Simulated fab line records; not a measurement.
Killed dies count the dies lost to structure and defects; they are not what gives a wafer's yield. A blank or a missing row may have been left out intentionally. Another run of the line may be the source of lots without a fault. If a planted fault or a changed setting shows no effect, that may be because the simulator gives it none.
Problem report, 8D (eight disciplines) form, completed by code ; flow nand harc ; the parts of the form that need people (team, actions taken, sign-off) are left out

1. WHAT WENT WRONG
overlay x nm at NHARC_A_M0_OVL_MEAS_10 reads a mean of 7.9 nm on 6 wafers of 2 lots; wafers without a fault read 0.2 nm with a standard deviation of 0.8. Measured from the usual mean, that is +9.7 standard deviations.
The step: pitch 160 nm.
First seen on wafer L278.1, day 29 06:06, on overlay-02. At this step, 33 wafers from 11 lots have a number in the record. Rule for "out" (also "out of limits"): further than 4 standard deviations from the usual mean. The rest of the wafers with a number are treated as sound.

2. WHAT IT IS, WHAT IT ISN'T
question;is;is not
which readings at this step;overlay x nm;overlay y nm
which lots;L278, L280;L262, L264, L265, L266, L270, L271, L272, L273, L284
which wafers of those lots;all that have a number;-
read on which gauges;overlay-01, overlay-02;-
when;from day 29 06:06;"up to then (24 sound wafers); but 3 sound wafers of L284 came after"

3. THE SUSPECTS, EACH WITH WHAT RULES IT OUT
Counting: a tool stays on the suspect list if, at a process step up to the reading, it processed all lots that are out and no sound lot following the first of them.
- the gauge at NHARC_A_M0_OVL_MEAS_10 is ruled out. Those wafers that are out were read across 2 gauges (overlay-01, overlay-02).
- cvd w-02 at NHARC_A_BLC_CVD_24 (deposits W, target thk 150 nm, time 434 s): kept. It ran every lot that is out, first L278 (day 29 05:07), and no sound lot after that; its last sound lot up to then is L273 (day 26 23:16). NHARC_A_BLC_CVD_24 gives no start for some lots, so the hours and the order of its lots are those of NHARC_A_BLC_INSPECT_28.
- arfi scanner-02 at NHARC_A_M0_EXPOSE_06 (exposes mask A M0, target cd 80 nm): kept. It ran every lot that is out, first L278 (day 29 05:52), and no sound lot after that; its last sound lot up to then is L273 (day 27 00:02).
After counting, cvd w-02 at NHARC_A_BLC_CVD_24 and arfi scanner-02 at NHARC_A_M0_EXPOSE_06 remain.

4. THE CAUSE (what the simulator had put in)
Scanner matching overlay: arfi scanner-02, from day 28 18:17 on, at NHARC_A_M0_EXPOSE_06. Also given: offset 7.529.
2 suspects survive the count, and this tool is in that group.

5. THE CHAIN OF EFFECTS, in route order
Each row: a reading where the mean over the struck wafers with a number is more than 3 standard deviations away from the usual. Only readings for which the record gives a usual standard deviation are gone through. hours: the time from each lot's start at the first step in this table that gives one to its start at this step, as a median over the lots. sigmas: the change in usual standard deviations.
hours;step;reading;usual;on struck wafers;change;sigmas
0;NHARC_A_M0_OVL_MEAS_10;overlay x nm;0.2 nm;7.9;+7.7;+9.7
At these later measuring or inspecting steps, every struck wafer for which the step has a row has a number for every such reading, and none has moved that far: NHARC_END_SORT_01.

6. HOW IT WOULD HAVE BEEN CAUGHT EARLIER
12 hours passed between the start of the fault at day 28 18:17 and the first reading out of limits at a measuring or inspecting step in this record, taken at day 29 06:06.
Lots out: 2; of these, L280 started NHARC_A_M0_EXPOSE_06 on arfi scanner-02 after day 29 06:06. A hold on the tool at that time would have spared it.
